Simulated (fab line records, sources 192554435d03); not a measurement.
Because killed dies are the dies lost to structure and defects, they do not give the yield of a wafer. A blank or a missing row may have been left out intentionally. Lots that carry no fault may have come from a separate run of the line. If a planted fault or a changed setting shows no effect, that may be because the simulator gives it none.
Which of the tools did it? -- flow n5-finfet -- 27 wafers from 9 lots sampled at 6 of the route's 1938 steps

== WHAT EACH GAUGE READ, for each wafer ==
N5_BEOL_M4_RC_MEAS_101.
lot,measured,on,DIBL_N (mV/V),DIBL_P (mV/V),IOFF_N (nA/um),IOFF_P (nA/um),ION_N (uA/um),ION_P (uA/um),SS_N (mV/dec),SS_P (mV/dec),VT_N (mV),VT_P (mV)
L451,day 8 02:21,prober-01,37.2 36.6 35.3,38.5 37.3 36.4,0.169 0.150 0.137,0.23 0.21 0.20,681 676 661,466 467 457,71.4 71.6 71.5,72.8 72.7 73.0,246.2 249.8 251.9,-249 -251 -252
L456,day 10 15:31,prober-02,37.3 37.8 36.0,37.8 38.3 35.7,0.178 0.186 0.139,0.22 0.24 0.19,683 679 670,471 472 463,72.2 72.5 71.3,72.9 73.4 72.7,244.7 248.3 251.5,-250 -250 -252
L459,day 11 08:04,prober-01,37.8 37.8 37.6,36.3 36.7 35.7,0.164 0.176 0.170,0.23 0.25 0.23,671 688 684,462 474 472,72.0 71.1 71.6,73.7 73.4 73.5,251.0 247.2 248.2,-246 -245 -247
L465,day 12 12:53,prober-02,37.1 36.4 34.7,37.0 36.4 34.0,0.156 0.154 0.120,0.22 0.21 0.18,666 671 660,459 457 453,71.4 72.1 70.6,74.0 73.0 73.4,250.1 252.0 254.0,-249 -251 -253
L468,day 13 11:38,prober-02,35.0 35.3 34.5,35.0 35.0 33.3,0.143 0.149 0.137,0.25 0.23 0.21,674 677 687,464 472 473,72.2 71.7 71.4,73.6 73.6 73.2,251.8 252.1 250.9,-248 -247 -248
L469,day 13 11:45,prober-01,35.0 35.9 35.8,33.2 34.8 34.6,0.123 0.141 0.130,0.15 0.17 0.17,654 665 650,443 450 442,70.7 71.5 71.2,73.8 73.9 73.9,256.3 254.5 257.1,-256 -258 -256
L470,day 13 12:34,prober-02,35.0 35.4 34.6,35.5 36.4 35.6,0.126 0.127 0.115,0.18 0.19 0.18,653 661 658,459 460 459,70.5 71.3 70.8,72.8 73.2 73.1,254.0 254.7 254.7,-251 -251 -252
L471,day 13 20:59,prober-02,38.3 37.7 38.1,38.4 38.6 38.6,0.206 0.195 0.199,0.26 0.26 0.26,675 675 692,463 467 474,72.1 72.2 71.5,74.6 73.5 73.9,247.8 247.5 244.4,-247 -249 -245
L472,day 14 03:20,prober-02,37.2 37.1 35.9,37.3 36.7 34.6,0.186 0.174 0.154,0.26 0.25 0.22,691 683 689,481 473 474,71.4 71.6 70.7,74.0 74.1 73.9,247.1 249.6 253.2,-246 -247 -250

N5_BEOL_M12_THK_MEAS_50: measures by xrf.
lot,measured,on,M12_THK (nm)
L451,day 11 00:05,film-metro-02,320 318 323
L456,day 13 16:44,film-metro-02,324 324 318
L459,day 14 11:04,film-metro-01,- - -
L465,day 15 05:11,film-metro-02,324 323 319
L468,day 16 10:08,film-metro-02,318 320 319
L469,day 16 10:15,film-metro-01,314 314 317
L470,day 16 10:34,film-metro-02,321 319 326
L471,day 16 21:15,film-metro-02,323 323 323
L472,day 16 20:06,film-metro-01,332 325 328

N5_BEOL_M12_RS_MEAS_54: uses a four-point probe to measure.
lot,measured,on,M12_RS (ohm/sq)
L451,day 11 00:13,film-metro-01,0.0602 0.0612 0.0593
L456,day 13 16:52,film-metro-02,0.0604 0.0603 0.0616
L459,day 14 11:11,film-metro-01,57.242 57.110 56.833
L465,day 15 05:19,film-metro-02,0.0603 0.0606 0.0612
L468,day 16 10:16,film-metro-02,0.0606 0.0602 0.0601
L469,day 16 10:22,film-metro-01,0.0610 0.0609 0.0605
L470,day 16 10:41,film-metro-02,0.0606 0.0608 0.0600
L471,day 16 21:23,film-metro-01,0.0596 0.0598 0.0598
L472,day 16 20:14,film-metro-01,0.0584 0.0600 0.0598

N5_BEOL_M12_INSPECT_55: inspects for defects (darkfield).
lot,measured,on,raw-defect-count
L451,day 11 00:14,defect-inspect-01,64 54 111
L456,day 13 16:53,defect-inspect-01,48 57 63
L459,day 14 11:13,defect-inspect-01,132 112 99
L465,day 15 05:20,defect-inspect-02,61 74 59
L468,day 16 10:17,defect-inspect-02,65 63 49
L469,day 16 10:24,defect-inspect-02,59 55 70
L470,day 16 10:43,defect-inspect-01,48 68 45
L471,day 16 21:24,defect-inspect-02,91 57 92
L472,day 16 20:15,defect-inspect-01,82 44 49

== WHAT TOOL EACH LOT RAN ON (gives the tool, then ch and the chambers of the sampled wafers, and finally the start) ==
lot,N5_BEOL_M12_ETCH_67,N5_BEOL_M12_ECD_47
L451,"rie-diel-03 ch 0,1,3, day 10 21:27","ecd-cu-02 ch 1, day 10 23:21"
L456,"rie-diel-06 ch 0,1,2, day 13 12:14","ecd-cu-02 ch 0,1, day 13 16:00"
L459,"rie-diel-03 ch 0,3, day 14 07:11","ecd-cu-02 ch 0,1, day 14 09:38"
L465,"rie-diel-06 ch 0,1,3, day 15 02:35","ecd-cu-02 ch 0,1, day 15 04:26"
L468,"rie-diel-01 ch 0,1, day 16 02:43","ecd-cu-02 ch 0,1, day 16 09:24"
L469,"rie-diel-06 ch 0,1, day 16 03:33","ecd-cu-01 ch 0,1, day 16 09:25"
L470,"rie-diel-06 ch 0,1,3, day 16 06:26","ecd-cu-02 ch 1, day 16 09:50"
L471,"rie-diel-01 ch 0,1,2, day 16 17:44","ecd-cu-02 ch 0,1, day 16 20:11"
L472,"rie-diel-03 ch 0,1,2, day 16 16:58","ecd-cu-02 ch 0,1, day 16 19:19"
- N5_BEOL_M12_ETCH_67: etches SiARC in CF4, target depth 143 nm, time 238.3 s.
- N5_BEOL_M12_ECD_47: material Cu, target thk 720 nm.

== WHAT THE TOOLS THEMSELVES READ (means of the sampled wafers that have a number; where no wafer has one, the mark that the record gives instead) ==
N5_BEOL_M12_ETCH_67.
lot,tool,drypump-motor-current-A (A),etch-rf-on-time-s (s),oes-product-au (a.u.),rf-vpp-V (V),showerhead-plenum-p-Torr (Torr),throttle-valve-pct (%)
L451,rie-diel-03,5.6,242,0.64,183.7,2.16,15.74
L456,rie-diel-06,6.1,242,0.63,183.4,2.11,15.95
L459,rie-diel-03,5.4,238,0.82,185.2,2.25,15.46
L465,rie-diel-06,5.7,236,0.65,182.9,2.11,15.75
L468,rie-diel-01,5.5,236,0.67,182.9,2.10,15.76
L469,rie-diel-06,5.7,238,0.62,183.5,2.11,15.85
L470,rie-diel-06,5.6,236,0.64,183.3,2.11,15.77
L471,rie-diel-01,5.6,236,0.72,183.7,2.14,15.60
L472,rie-diel-03,5.8,239,0.70,185.4,2.22,15.63

== THE ANSWER, worked out from the rows above alone ==
Rule: the lots themselves supply what counts as usual. The widest of any qualifying gaps counts: lots, ordered by their means at a reading, are off when they make up no more than a third of the lots, leave a main group of 4 or more, and stand apart from it by 3 or more times the standard deviation of that group's means. The tables above print the reading to a certain number of digits; a main group whose means all agree to those digits is not used. A lot without any number at a reading at which 4 lots or more have one is off too. Any other lot the step has rows for is counted as sound. Order of review: gauges by route order, followed by the tools' own readings, for which a lot's mean as printed above is used. At the first step where some lot is off, the reading lying furthest off is the one used; lots without a number count as furthest.
Off: L459, seen at N5_BEOL_M12_THK_MEAS_50 (M12_THK). Without a number there: L459. The main group has a mean of 321 nm with a standard deviation of 3.5.
A tool fits if, at a process step before that reading, it ran every lot that is off, and no sound lot after the first of them. The gauges at N5_BEOL_M12_THK_MEAS_50 aren't tried: what is off there is off at N5_BEOL_M12_INSPECT_55 too, on other tools, and a gauge's error can't cause that. Of those tried, none fits.

== WHAT THE SIMULATOR HAD PUT IN ==
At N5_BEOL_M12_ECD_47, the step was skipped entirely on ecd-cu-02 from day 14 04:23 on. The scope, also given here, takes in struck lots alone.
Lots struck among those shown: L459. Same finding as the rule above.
